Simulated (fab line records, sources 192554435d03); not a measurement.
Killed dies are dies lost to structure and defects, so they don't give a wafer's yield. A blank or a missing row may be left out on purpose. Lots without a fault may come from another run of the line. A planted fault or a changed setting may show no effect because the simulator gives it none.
Chamber matching | flow n5_finfet | N5_BEOL_M8_DEP_56 on pecvd-02: 3 sister chambers
The step deposits SiCN from 3MS/NH3, target thk 10 nm, time 17.5 s. 6 wafers are shown with their chamber, then 7 later ones without.

WAFERS WITH THEIR CHAMBER
wafer  | chamber | showerhead_vpp_V (V) | showerhead_plenum_p_Torr (Torr)
L083.5 | 1       | 863                  | 3.677
L079.4 | 1       | 859                  | 3.678
L084.4 | 2       | 936                  | 3.684
L084.5 | 0       | 832                  | 3.659
L082.2 | 0       | 833                  | 3.659
L082.4 | 2       | 932                  | 3.675

WAFERS WITHOUT THEIR CHAMBER
wafer  | showerhead_vpp_V (V) | showerhead_plenum_p_Torr (Torr)
L082.5 | 830                  | 3.657
L096.1 | 829                  | 3.662
L096.3 | 862                  | 3.681
L096.5 | 875                  | 3.677
L097.2 | 922                  | 3.669
L097.4 | 864                  | 3.682
L097.6 | 842                  | 3.658

WHICH CHAMBER EACH WENT THROUGH
wafer  | from the rows above | in truth
L082.5 | 0                   | 0
L096.1 | 0                   | 0
L096.3 | 1                   | 1
L096.5 | 1                   | 1
L097.2 | 2                   | 2
L097.4 | 1                   | 1
L097.6 | 0                   | 0
Placed correctly: 7 of 7. Can't be placed from these rows: 0. Placed wrongly: 0.
How it was worked out, from the rows above alone: a wafer's distance from a chamber is the root of the sum, over the readings, of the square of ((its reading less the chamber's mean) divided by the reading's scatter). The wafer belongs to the nearest chamber; if the next one is less than 2 further off, it can't be placed. A chamber's mean is the mean of its shown wafers. The scatter: the root of (the sum of the squares of (reading less its chamber's mean) over the shown wafers, divided by (wafers less chambers)).
